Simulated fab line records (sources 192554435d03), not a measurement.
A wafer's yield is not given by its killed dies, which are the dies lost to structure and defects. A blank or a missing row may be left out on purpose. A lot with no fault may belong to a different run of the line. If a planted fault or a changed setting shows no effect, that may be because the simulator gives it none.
Split-lot trial -- flow n5 finfet -- 7 lots, 21 wafers read, on a route of 1938 steps

## THE SPLIT
At N5_HKMG_FIN_CVD_62 (deposits a-Si from Si2H6, target thk 3 nm, time 20.8 s), the setting temp c was moved away from the recipe's 500 C on 7 of the 21 wafers read, by -4.4% to +2.6%. All remaining wafers had this setting at the recipe value.

The reading is taken at the split's own step.

## THE READING
a-Si_of_HKMG_FIN_CVD_62.thk nm (the simulator's own value, which no gauge read), in nm, at N5_HKMG_FIN_CVD_62 (deposits a-Si from Si2H6, target thk 3 nm, time 20.8 s). The file gives no usual value for it. Across the 14 wafers here that went through the recipe, the average is 3.0 nm and the standard deviation 0.07 nm.

wafer,"tool, chamber at the split","temp c as run, C",against the recipe,"a-Si_of_HKMG_FIN_CVD_62.thk nm, nm",against lot-mates on the recipe
L077.4,"thermal cvd si-02, 1",478.2,-4.4%,1.6,-1.4
L077.5,"thermal cvd si-02, 0",478.2,-4.4%,1.4,-1.6
L077.6,"thermal cvd si-02, 2",500,recipe,3,-
L081.1,"thermal cvd si-02, 2,0",500,recipe,3,-
L081.6,"thermal cvd si-02, 2,0",500,recipe,3,-
L081.5,"thermal cvd si-02, 1",513,+2.6%,4.4,+1.4
L083.3,"thermal cvd si-02, 0",490.9,-1.8%,2,-1.0
L083.4,"thermal cvd si-02, 1",500,recipe,3,-
L083.6,"thermal cvd si-02, 2",490.9,-1.8%,2.2,-0.8
L084.4,"thermal cvd si-01, 1,1,0",500,recipe,3,-
L084.5,"thermal cvd si-01, 1,1,0",500,recipe,3,-
L084.6,"thermal cvd si-01, 1,1,0",500,recipe,3,-
L088.2,"thermal cvd si-01, 0",479.1,-4.2%,1.6,-1.3
L088.5,"thermal cvd si-01, 0",500,recipe,2.8,-
L088.6,"thermal cvd si-01, 1",500,recipe,3,-
L093.2,"thermal cvd si-01, 2",481.5,-3.7%,2,-1.0
L093.3,"thermal cvd si-01, 0",500,recipe,3,-
L093.5,"thermal cvd si-01, 0",500,recipe,3,-
L097.2,"thermal cvd si-01, 0",500,recipe,2.8,-
L097.4,"thermal cvd si-01, 2,1",500,recipe,3,-
L097.5,"thermal cvd si-01, 2,1",500,recipe,3,-
Where a row lists several chambers, the file gives one row for several wafers and doesn't say which wafer went through which chamber.

THE FIT
A straight line over all 21 wafers: a-Si_of_HKMG_FIN_CVD_62.thk nm changes by +0.359 nm for each +1% of temp c; r = +0.97; the points scatter about the line by 0.18 nm.
The same after taking each lot's own level away (the mean of its wafers on the recipe; 21 wafers): +0.359 nm for each +1%; r = +0.97; scatter 0.17 nm.
According to that fit, moving temp c by its largest amount changes the reading by 1.6 nm.
The lots' own levels span 2.90 to 3.00 nm, that is 1.4 times the standard deviation above.
So the lot-to-lot level changes the slope little: the two slopes agree.
Check: for one of the wafers moved furthest among these (-4.4%), held out of the fit, the line's prediction against its lot-mates is -1.58 nm. Against them it came out at -1.4 nm.

## FILE'S OWN FIT
a-Si_of_HKMG_FIN_CVD_62.thk nm changes by +0.348 nm for each +1% of temp c, r = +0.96.
